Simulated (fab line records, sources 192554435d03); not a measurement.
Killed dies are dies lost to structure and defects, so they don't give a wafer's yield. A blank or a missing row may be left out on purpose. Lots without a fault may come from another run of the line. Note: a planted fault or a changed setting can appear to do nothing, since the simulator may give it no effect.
Chamber matching ; flow n5 finfet ; N5_BEOL_M7_CMP_52 on cmp-03: 4 sister chambers
The step polishes, stops on SiCOH lowk, t overpolish 6.9 s, target thk 80 nm. 33 wafers are shown with their chamber, then 12 later ones without.

## WAFERS, EACH WITH ITS CHAMBER
wafer;chamber;motor current A (A);time to endpoint s (s);barrier field endpoint s (s)
L075.1;3;7.6;61.0;28.9
L075.5;0;5.5;62.5;29.1
L075.6;3;8.1;58.9;28.3
L077.1;2;6.1;66.7;29.4
L077.5;0;5.8;63.1;29.3
L077.6;1;5.9;64.7;28.8
L076.1;3;7.8;61.3;27.4
L076.3;1;6.1;60.2;27.6
L076.4;0;5.6;61.6;28.9
L078.3;1;5.6;63.1;28.8
L078.4;3;8.1;61.2;28.2
L078.6;1;5.7;63.2;28.2
L080.1;1;5.8;62.8;29.1
L080.3;3;7.7;59.7;29.3
L080.5;1;5.9;64.2;29.7
L082.1;0;5.8;64.7;29.0
L082.4;1;6.1;63.6;28.6
L082.5;0;5.7;63.3;29.3
L084.1;0;5.8;60.9;28.1
L084.4;1;5.6;61.0;29.2
L084.5;3;8.2;63.7;29.6
L085.1;2;6.7;65.6;28.8
L085.4;1;5.7;64.2;28.7
L085.6;1;6.2;64.3;29.0
L086.1;0;5.8;60.4;28.1
L086.4;2;6.5;64.1;30.0
L086.5;3;7.7;60.6;29.3
L089.1;3;7.4;63.9;28.7
L089.2;0;5.3;62.5;28.0
L089.4;2;6.5;66.6;29.7
L091.1;3;7.7;59.7;28.7
L091.4;2;6.5;64.6;30.0
L091.6;2;6.4;61.4;29.7

SIGNATURES, as means of the wafers listed above
reading;chamber 0;chamber 1;chamber 2;chamber 3;scatter within a chamber
motor current A;5.662;5.860;6.450;7.811;0.222
time to endpoint s;62.375;63.130;64.833;61.111;1.62
barrier field endpoint s;28.725;28.770;29.600;28.711;0.583
Rule: distance of a wafer from a chamber = root of the sum over the readings of ((wafer's reading minus chamber's mean) / reading's scatter) squared. If the next closest chamber is less than 2 further off than the closest, the wafer can't be placed; otherwise it belongs to the closest. How the scatter is found: for the shown wafers, subtract from each reading the mean of its chamber, square and add these, divide the total by (wafers less chambers), then take the root.

## WAFERS WHOSE CHAMBER IS MISSING
wafer;motor current A (A);time to endpoint s (s);barrier field endpoint s (s)
L092.1;5.9;62.2;29.3
L092.2;6.3;61.0;28.8
L092.3;5.8;64.6;30.2
L094.1;5.8;61.9;28.4
L094.4;6.3;62.2;29.2
L094.6;6.6;66.3;30.7
L093.3;6.0;59.5;28.6
L093.4;7.8;59.8;28.0
L093.6;5.6;61.3;28.3
L096.1;6.0;59.7;28.6
L096.2;6.8;66.0;29.1
L096.5;6.4;65.5;29.4

## THE CHAMBER EACH PASSED THROUGH
wafer;from the rows above;in truth
L092.1;can't be placed: 1 or 0 or 2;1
L092.2;can't be placed: 1 or 2 or 0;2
L092.3;can't be placed: 1 or 0 or 2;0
L094.1;can't be placed: 0 or 1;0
L094.4;can't be placed: 2 or 1 or 0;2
L094.6;2;2
L093.3;can't be placed: 1 or 0 or 2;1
L093.4;3;3
L093.6;can't be placed: 0 or 1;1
L096.1;can't be placed: 1 or 0 or 2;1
L096.2;2;2
L096.5;2;2
Placed correctly: 4 of 12. Can't be placed from these rows: 8 (the true chamber is among the candidates in 8). 0 placed wrongly.
